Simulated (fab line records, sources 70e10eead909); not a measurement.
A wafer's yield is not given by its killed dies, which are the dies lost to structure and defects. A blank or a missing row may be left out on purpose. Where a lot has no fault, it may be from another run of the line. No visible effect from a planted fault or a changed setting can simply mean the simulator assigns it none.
One fault seen from 3 desks :: flow nand-harc :: only its own numbers are on each desk; what lay behind them is given at the end

== THE DEFECT DESK ==
For each lot, the counts of the inspections along the route, averaged over the sampled wafers that have a number. Marked OUT: a lot whose mean sits more than 4 standard deviations from the usual mean, which makes it out of limits; the brackets give that distance.
Columns: A = raw-defect-count at NHARC_P_CONTACT_INSPECT_27, usual 294
lot: L825
first seen here: day 5 19:16
A: 285

lot: L826
first seen here: day 6 10:11
A: 302

lot: L827
first seen here: day 6 13:13
A: 312

lot: L828
first seen here: day 6 13:43
A: 582

lot: L830
first seen here: day 6 16:26
A: 425

lot: L832
first seen here: day 8 02:10
A: 183

lot: L839
first seen here: day 9 21:01
A: 174

lot: L842
first seen here: day 10 05:30
A: 441

lot: L844
first seen here: day 10 10:48
A: 207

lot: L846
first seen here: day 10 22:44
A: 217

lot: L845
first seen here: day 10 22:50
A: 136

lot: L848
first seen here: day 11 06:58
A: 416

lot: L847
first seen here: day 11 08:43
A: 308
This desk found nothing out of limits on any of the 13 lots.

== AT THE METROLOGY DESK ==
What the gauges read for every lot (on any tool): the sampled wafers with a number, averaged. Marked OUT: a lot whose mean sits more than 4 standard deviations from the usual mean, which makes it out of limits; the brackets give that distance.
Columns: A = cd-nm at NHARC_P_M0_CD_MEAS_09, usual 90.2 nm
lot: L825
first seen here: day 5 20:10
A: 89.8

lot: L826
first seen here: day 6 10:58
A: 90.0

lot: L827
first seen here: day 6 14:07
A: 89.7

lot: L828
first seen here: day 6 14:37
A: 90.2

lot: L830
first seen here: day 6 17:13
A: 89.9

lot: L832
first seen here: day 8 02:56
A: 90.0

lot: L839
first seen here: day 9 21:55
A: 82.6 (-16) OUT

lot: L842
first seen here: day 10 06:17
A: 89.6

lot: L844
first seen here: day 10 11:35
A: 89.6

lot: L845
first seen here: day 10 23:49
A: 90.1

lot: L846
first seen here: day 10 23:58
A: 90.0

lot: L848
first seen here: day 11 07:46
A: 90.4

lot: L847
first seen here: day 11 09:38
A: 90.3
This desk's finding: out of limits on L839; first on L839, day 9 21:55 (cd-nm at NHARC_P_M0_CD_MEAS_09). L825, L826, L827, L828, L830, L832, L842, L844, L845, L846, L848, L847: within limits.

== AT THE TOOL OWNER'S DESK: litho-track-04 ==
The tool's own readings at NHARC_P_M0_PEB_07 (peb time 65 s): means of the sampled wafers that have a number, for each lot that ran on this tool. Marked OUT: a lot whose mean sits more than 4 standard deviations from the usual mean, which makes it out of limits; the brackets give that distance.
Columns: A = heater-power-total-W at NHARC_P_M0_PEB_07, usual 156.6 W; B = resist-line-temp-C at NHARC_P_M0_PEB_07, usual 23.00 C
lot: L826
first seen here: day 6 10:53
A: 156.9
B: 22.94

lot: L827
first seen here: day 6 14:02
A: 156.7
B: 22.92

lot: L832
first seen here: day 8 02:52
A: 156.9
B: 23.03

lot: L839
first seen here: day 9 21:50
A: 176.8 (+48) OUT
B: 22.98
This desk's finding: out of limits on L839; first on L839, day 9 21:50 (heater-power-total-W at NHARC_P_M0_PEB_07). L826, L827, L832: within limits.

== PUT TOGETHER ==
On L839, at day 9 21:50, an alarm was possible from the tool owner's desk.
On L839, the metrology desk was in a position to raise an alarm at day 9 21:55.
No out-of-limits result turned up at the defect desk.
The defect desk has L839 on record, within its limits.
The lots listed all ran NHARC_P_M0_PEB_07 on litho-track-04.

== WHAT HAD BEEN PUT IN BY THE SIMULATOR ==
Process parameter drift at NHARC_P_M0_PEB_07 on litho-track-04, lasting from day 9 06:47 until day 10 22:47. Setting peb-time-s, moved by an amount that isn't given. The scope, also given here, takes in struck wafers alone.
Struck lots among those shown: L839.
Hours from the fault's start to each desk's first reading out of limits: the tool owner's desk, 15; the metrology desk, 15.
